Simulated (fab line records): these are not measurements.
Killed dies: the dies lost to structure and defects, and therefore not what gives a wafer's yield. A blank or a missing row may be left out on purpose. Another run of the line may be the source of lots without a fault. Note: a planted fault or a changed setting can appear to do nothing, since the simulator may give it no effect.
Problem report in the 8D (eight disciplines) form, filled by code ; flow n5 finfet ; the parts of the form that need people (team, actions taken, sign-off) are left out

## 1. WHAT WENT WRONG
killed_at_M4_up at N5_PASSIVATION_PROBE_49 reads a mean of 1092 on 6 wafers of 2 lots; wafers without a fault read 14 with a standard deviation of 5.4. That is +99 or more standard deviations from the usual mean.
The first sign was on wafer L687.2 at day 14 16:55, on prober-01. At this step, 9 wafers from 3 lots have a number in the record. Rule for "out", or "out of limits": more than 4 standard deviations from the usual mean. The rest of the wafers with a number are treated as sound.

## 2. WHAT IT IS AND WHAT IT IS NOT
question;is;is not
which readings at this step;killed_at_M4_up, defect limited yield, killed dies, killed on rim, sort_bin_5_function, sort n pass, sort yield pct;killed_at_M0_to_M3, killed at front end, killed at other, killed open, killed short, sort_bin_6_memory
which lots;L687, L688;L683
which wafers of those lots;all that have a number;-
read on which tools;prober-01;-
when;from day 14 16:55;up to then (3 sound wafers)

## 3. SUSPECTS, AND WHAT RULES EACH OUT
Counting: a tool at any process step up to the reading remains a suspect when it ran all the lots that are out and ran no sound lot after the first of those.
- rie diel-03 at N5_BEOL_M12_ETCH_68 (etches SOC in N2/H2, time 285 s): kept. It ran every lot that is out, first L687 (day 12 20:41), and no sound lot after that.
- rie diel-03 at N5_BEOL_M12_ETCH_38 (etches SiCN in CF4/N2, target depth 68.7 nm, time 73.4 s): kept. All lots that are out passed through it, beginning with L687 at day 12 22:32, and no sound lot followed; its final sound lot before that point was L683 at day 11 22:26.
- prober-01 at N5_PASSIVATION_PROBE_49: kept. All lots that are out passed through it, beginning with L687 at day 14 16:55, and no sound lot followed; its final sound lot before that point was L683 at day 13 06:13. Its own defect limited yield, killed_at_M4_up, killed dies, killed on rim, sort_bin_5_function, sort n pass, sort yield pct readings are out on those wafers.
Left after counting: rie diel-03 at N5_BEOL_M12_ETCH_68, rie diel-03 at N5_BEOL_M12_ETCH_38, prober-01 at N5_PASSIVATION_PROBE_49.

## 4. THE CAUSE (what the simulator had put in)
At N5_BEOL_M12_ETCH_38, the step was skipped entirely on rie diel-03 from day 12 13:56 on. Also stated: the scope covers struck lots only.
3 suspects survive the count, and this tool is in that group.

## 5. SEQUENCE OF EFFECTS, ordered by route
Rows list readings where the struck wafers' mean (over those with a number) sits beyond 3 standard deviations from the usual. Readings are gone through only where the record gives a usual standard deviation; hours: the median, over the lots, of the time from a lot's start at the first step in this table giving one to that lot's start at this step; sigmas: the change measured in usual standard deviations.
hours;step;reading;usual;on struck wafers;change;sigmas
0;N5_PASSIVATION_PROBE_49;defect limited yield;91.3 %;0.0;-91.3;-65
0;N5_PASSIVATION_PROBE_49;killed_at_M4_up;14;1092;+1078;+99 or more
0;N5_PASSIVATION_PROBE_49;killed dies;103;1180;+1077;+63
0;N5_PASSIVATION_PROBE_49;killed on rim;13;152;+139;+35
0;N5_PASSIVATION_PROBE_49;sort_bin_5_function;5.1 %;96.7;+91.6;+99 or more
0;N5_PASSIVATION_PROBE_49;sort n pass;1077;0;-1077;-63
0;N5_PASSIVATION_PROBE_49;sort yield pct;91.3 %;0.0;-91.3;-65
The process steps in it:
- N5_PASSIVATION_PROBE_49
Readings that are blank on the struck wafers while sound wafers have them: bias w at N5_BEOL_M12_ETCH_38; cf4 flow sccm at N5_BEOL_M12_ETCH_38; drypump motor current A at N5_BEOL_M12_ETCH_38; oes product au at N5_BEOL_M12_ETCH_38; rf vpp V at N5_BEOL_M12_ETCH_38; showerhead plenum p Torr at N5_BEOL_M12_ETCH_38; throttle valve pct at N5_BEOL_M12_ETCH_38.

## 6. WHAT WOULD HAVE CAUGHT IT SOONER
The fault began at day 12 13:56; the first out-of-limits reading in this record came at day 14 16:55, 51 hours later.
At N5_BEOL_M12_ETCH_38 the tool's readings are blank on the struck wafers, where sound wafers have them: an empty tool record is the first sign, and it was there at once.
By day 14 16:55 the whole set of lots that are out, 2 in number, had already begun N5_BEOL_M12_ETCH_38 on rie diel-03. Holding the tool at that point would not have protected any of them.
